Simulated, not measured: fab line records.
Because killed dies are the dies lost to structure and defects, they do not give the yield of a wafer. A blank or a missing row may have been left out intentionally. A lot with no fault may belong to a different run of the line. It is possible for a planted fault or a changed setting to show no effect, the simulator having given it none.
Comparing a struck lot with a sound one | flow n5 finfet | 15 out of 1938 route steps
Sound: these wafers, L314.2, L314.4, L314.5. Wafers struck: L321.2, L321.4, L321.6. The cause is named last.
At each step with rows: each side's tool, then ch and its chambers, then its first start. Under that, the readings that differ: sound wafers | struck wafers | difference of the means | sigmas: that difference in standard deviations of wafers without a fault.
alike: words and numbers the same on both sides, and readings whose means are apart by under 2 such deviations; not compared: readings that were withheld, readings missing a value for some wafer, numbers with overlapping values and no deviation given by the record, and bounds like >300 which may hide the same value.
Wherever a step has rows on one side only, a row that says differs or no value, or a row with sigmas, the two part there. When numbers do not overlap yet have no deviation, they are printed without sigmas and do not part them. A reading that every wafer of one side lacks parts them only if that side has two wafers or more.

N5_BEOL_M0_ETCH_138: etches SiCN in CH3F/O2, target depth 12 nm, time 31.6 s.
  sound on rie diel-03 ch 0,1, day 9 07:26; struck on rie diel-03 ch 0,2, day 11 02:38
  alike: drypump motor current A, etch rf on time s, oes product au, rf vpp V, showerhead plenum p Torr, throttle valve pct
  not compared: rf hours counter h
N5_BEOL_M0_HM_OPEN_105: chemistry Cl2/BCl3, target TiN, target depth 12 nm.
  sound on rie metal-01 ch 0,1, day 9 07:32; struck on rie metal-03 ch 0,1, day 11 03:02
  alike: drypump motor current A, oes product au, throttle valve pct
  not compared: rf hours counter h
then, 3 steps without rows for these wafers: N5_BEOL_M0_STRIP_140 (strips in CF4); N5_BEOL_M0_STRIP_104 (strips in N2/H2); N5_BEOL_M0_WET_ETCH_106 (etches SiO2 in DHF, target depth 130 nm, rinse time 30 s).
N5_BEOL_M0_ETCH_128: etches SiCN in CF4/N2, target depth 12 nm, overetch 5.1 nm, time 21.4 s.
  sound on rie diel-03 ch 1,3, day 9 09:31; struck on rie diel-01 ch 0,1,3, day 11 04:06
  alike: drypump motor current A, oes product au, rf vpp V, showerhead plenum p Torr, throttle valve pct
  not compared: rf hours counter h
N5_BEOL_M0_TRENCH_ETCH_107: etches SiOC in C4F6/O2, target depth 32.8 nm, time 16.4 s.
  sound on rie diel-03 ch 1,3, day 9 09:33; struck on rie diel-01 ch 0,1,3, day 11 04:08
  alike: drypump motor current A, oes product au, rf vpp V, showerhead plenum p Torr, throttle valve pct
  not compared: rf hours counter h
then, 1 step without rows for these wafers: N5_BEOL_M0_STRIP_142 (strips in N2/H2, time 10 s).
N5_BEOL_M0_OCD_MEAS_108:
  sound: ocd-01 at day 9 09:39; struck: ocd-01 at day 11 04:15
  alike: trench depth nm
then, 2 steps without rows for these wafers: N5_BEOL_M0_HM_STRIP_129 (strips TiN in peroxide tin strip, target depth 17 nm, time 108 s); N5_BEOL_M0_SRD_130 (time 30 s).
N5_BEOL_M0_ETCH_109: etches SiCN in CH3F/O2, target depth 8 nm, overetch 2.4 nm, time 27.4 s.
  sound on rie diel-03 ch 0,2, day 9 10:18; struck on rie diel-01 ch 0,1,2, day 11 04:41
  alike: drypump motor current A, oes product au, rf vpp V, showerhead plenum p Torr, throttle valve pct
  not compared: rf hours counter h
N5_BEOL_M0_STRIP_139: strips in post etch residue remover, time 60 s.
  sound on wet bench-03 ch 1,4,5, day 9 10:24; struck on wet bench-02 ch 5,6,7, day 11 04:47
  no value came back on the struck wafers for run length s (s), temp c (C); on the sound wafers run length s (s) reads 66.2 67.0 67.5
then, 1 step without rows for these wafers: N5_BEOL_M0_SRD_111 (time 30 s).
-- here the record skips 2 days between the struck wafers' starts before and after, leaving off in module BEOL_M0 and picking up in module BEOL_M4 (first step shown: number 1111 of the route) --
N5_BEOL_M4_RC_MEAS_101:
  sound on prober-02 ch 0, day 11 11:34; struck on prober-01 ch 0, day 13 07:30
  alike: DIBL_N, DIBL_P, IOFF_N, IOFF_P, ION_N, ION_P, SS_N, SS_P, VT_N, VT_P

WHERE THEY PART
Only at N5_BEOL_M0_STRIP_139, within this record. Later steps at which nothing parts them and some readings are alike: N5_BEOL_M4_RC_MEAS_101.

WHY: what the simulator had put in
Step skipped in full: wet bench-02, at N5_BEOL_M0_STRIP_139, from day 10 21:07 onward. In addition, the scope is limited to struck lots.
